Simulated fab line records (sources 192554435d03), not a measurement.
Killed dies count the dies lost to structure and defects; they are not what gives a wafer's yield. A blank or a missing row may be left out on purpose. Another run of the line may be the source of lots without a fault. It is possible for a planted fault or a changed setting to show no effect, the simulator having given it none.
Matching of chambers | flow n5_finfet | pecvd-02 running N5_SDB_HM_DEP_00: 3 sister chambers
The step deposits SiNx from SiH4/NH3/N2, target thk 40 nm, time 35.3 s. 3 wafers are shown with their chamber, then 8 later ones without.

## WAFERS WITH THEIR CHAMBER
wafer  | chamber | showerhead_plenum_p_Torr (Torr)
L088.6 | 2       | 5.16
L089.6 | 0       | 5.13
L090.2 | 1       | 5.01

## WAFERS WITH NO CHAMBER GIVEN
wafer  | showerhead_plenum_p_Torr (Torr)
L090.4 | 5.01
L090.5 | 5.15
L093.1 | 5.01
L093.2 | 5.16
L093.6 | 5.16
L096.3 | 5.17
L096.4 | 5.01
L096.6 | 5.12

## EACH ONE'S CHAMBER
wafer  | from the rows above     | in truth
L090.4 | 1                       | 1
L090.5 | can't be placed: 2 or 0 | 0
L093.1 | 1                       | 1
L093.2 | 2                       | 2
L093.6 | 2                       | 2
L096.3 | 2                       | 2
L096.4 | 1                       | 1
L096.6 | 0                       | 0
7 of 8 placed correctly. From these rows, 1 cannot be placed; in 1 the true chamber is one of the candidates. Wrongly placed: 0.
How it was worked out, from the rows above alone: a wafer's distance from a chamber is the root of the sum, over the readings, of the square of ((its reading less the chamber's mean) divided by the reading's scatter). The wafer belongs to the nearest chamber; if the next one is less than 2 further off, it can't be placed. For every chamber, the mean is computed from those of its wafers that are shown. The scatter: root of mean squared gap, hidden wafer to nearest shown wafer, with one shown wafer a chamber.
